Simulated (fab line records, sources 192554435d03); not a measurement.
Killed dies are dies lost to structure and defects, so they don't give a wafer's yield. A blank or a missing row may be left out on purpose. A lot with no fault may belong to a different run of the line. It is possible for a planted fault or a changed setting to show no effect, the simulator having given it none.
Matching of chambers || flow n5-finfet || 4 sister chambers for N5_BEOL_M0_SAQP_SPACER2_ALD_26 on ald-sin-01
The step deposits SiO2, target thk 15 nm, pulse time 1 s, purge time 2 s. 16 wafers are shown with their chamber, then 8 later ones without.

== WAFERS WITH THEIR CHAMBER ==
{"wafer": "L077.4", "chamber": 3, "heater-power-w (W)": 439, "precursor-pulse-height-rel": 0.975, "susceptor-temp-C (C)": 299.97}
{"wafer": "L077.5", "chamber": 1, "heater-power-w (W)": 503, "precursor-pulse-height-rel": 1.014, "susceptor-temp-C (C)": 300.09}
{"wafer": "L077.6", "chamber": 0, "heater-power-w (W)": 434, "precursor-pulse-height-rel": 0.993, "susceptor-temp-C (C)": 300.05}
{"wafer": "L079.1", "chamber": 3, "heater-power-w (W)": 438, "precursor-pulse-height-rel": 0.976, "susceptor-temp-C (C)": 300.22}
{"wafer": "L079.2", "chamber": 1, "heater-power-w (W)": 509, "precursor-pulse-height-rel": 0.998, "susceptor-temp-C (C)": 299.68}
{"wafer": "L079.3", "chamber": 0, "heater-power-w (W)": 429, "precursor-pulse-height-rel": 1.021, "susceptor-temp-C (C)": 299.98}
{"wafer": "L085.1", "chamber": 3, "heater-power-w (W)": 432, "precursor-pulse-height-rel": 0.994, "susceptor-temp-C (C)": 299.73}
{"wafer": "L085.2", "chamber": 1, "heater-power-w (W)": 505, "precursor-pulse-height-rel": 0.998, "susceptor-temp-C (C)": 299.82}
{"wafer": "L085.3", "chamber": 2, "heater-power-w (W)": 458, "precursor-pulse-height-rel": 1.007, "susceptor-temp-C (C)": 299.72}
{"wafer": "L089.2", "chamber": 0, "heater-power-w (W)": 431, "precursor-pulse-height-rel": 1.014, "susceptor-temp-C (C)": 300.17}
{"wafer": "L089.4", "chamber": 1, "heater-power-w (W)": 524, "precursor-pulse-height-rel": 0.989, "susceptor-temp-C (C)": 299.86}
{"wafer": "L089.5", "chamber": 3, "heater-power-w (W)": 441, "precursor-pulse-height-rel": 1.006, "susceptor-temp-C (C)": 300.20}
{"wafer": "L090.1", "chamber": 2, "heater-power-w (W)": 470, "precursor-pulse-height-rel": 0.978, "susceptor-temp-C (C)": 300.24}
{"wafer": "L090.2", "chamber": 1, "heater-power-w (W)": 529, "precursor-pulse-height-rel": 1.019, "susceptor-temp-C (C)": 299.93}
{"wafer": "L090.3", "chamber": 0, "heater-power-w (W)": 425, "precursor-pulse-height-rel": 0.970, "susceptor-temp-C (C)": 299.94}
{"wafer": "L093.2", "chamber": 0, "heater-power-w (W)": 430, "precursor-pulse-height-rel": 0.988, "susceptor-temp-C (C)": 300.17}

SIGNATURES (averages over the wafers above)
{"reading": "heater-power-w", "chamber 0": 429.80, "chamber 1": 514.00, "chamber 2": 464.00, "chamber 3": 437.50, "scatter within a chamber": 7.7}
{"reading": "precursor-pulse-height-rel", "chamber 0": 0.99720, "chamber 1": 1.00360, "chamber 2": 0.99250, "chamber 3": 0.98775, "scatter within a chamber": 0.0168}
{"reading": "susceptor-temp-C", "chamber 0": 300.0620, "chamber 1": 299.8760, "chamber 2": 299.9800, "chamber 3": 300.0300, "scatter within a chamber": 0.189}
Rule: distance of a wafer from a chamber = root of the sum over the readings of ((wafer's reading minus chamber's mean) / reading's scatter) squared. If the next closest chamber is less than 2 further off than the closest, the wafer can't be placed; otherwise it belongs to the closest. The scatter: the root of (the sum of the squares of (reading less its chamber's mean) over the shown wafers, divided by (wafers less chambers)).

== WAFERS WITH NO CHAMBER GIVEN ==
{"wafer": "L093.4", "heater-power-w (W)": 440, "precursor-pulse-height-rel": 0.984, "susceptor-temp-C (C)": 299.89}
{"wafer": "L093.6", "heater-power-w (W)": 438, "precursor-pulse-height-rel": 0.984, "susceptor-temp-C (C)": 299.84}
{"wafer": "L095.1", "heater-power-w (W)": 475, "precursor-pulse-height-rel": 0.997, "susceptor-temp-C (C)": 300.31}
{"wafer": "L095.4", "heater-power-w (W)": 449, "precursor-pulse-height-rel": 1.032, "susceptor-temp-C (C)": 299.89}
{"wafer": "L095.6", "heater-power-w (W)": 462, "precursor-pulse-height-rel": 0.985, "susceptor-temp-C (C)": 299.82}
{"wafer": "L097.2", "heater-power-w (W)": 508, "precursor-pulse-height-rel": 1.012, "susceptor-temp-C (C)": 300.27}
{"wafer": "L097.5", "heater-power-w (W)": 473, "precursor-pulse-height-rel": 0.982, "susceptor-temp-C (C)": 300.18}
{"wafer": "L097.6", "heater-power-w (W)": 449, "precursor-pulse-height-rel": 1.010, "susceptor-temp-C (C)": 300.26}

== WHICH CHAMBER EACH ONE RAN IN ==
{"wafer": "L093.4", "from the rows above": "can't be placed: 3 or 0", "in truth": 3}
{"wafer": "L093.6", "from the rows above": "can't be placed: 3 or 0", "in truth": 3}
{"wafer": "L095.1", "from the rows above": 2, "in truth": 2}
{"wafer": "L095.4", "from the rows above": "can't be placed: 2 or 3 or 0", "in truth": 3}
{"wafer": "L095.6", "from the rows above": 2, "in truth": 2}
{"wafer": "L097.2", "from the rows above": 1, "in truth": 1}
{"wafer": "L097.5", "from the rows above": 2, "in truth": 2}
{"wafer": "L097.6", "from the rows above": "can't be placed: 3 or 2 or 0", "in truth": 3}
Correctly placed: 4 of 8. From these rows, 4 cannot be placed; in 4 the true chamber is one of the candidates. Wrongly placed: 0.
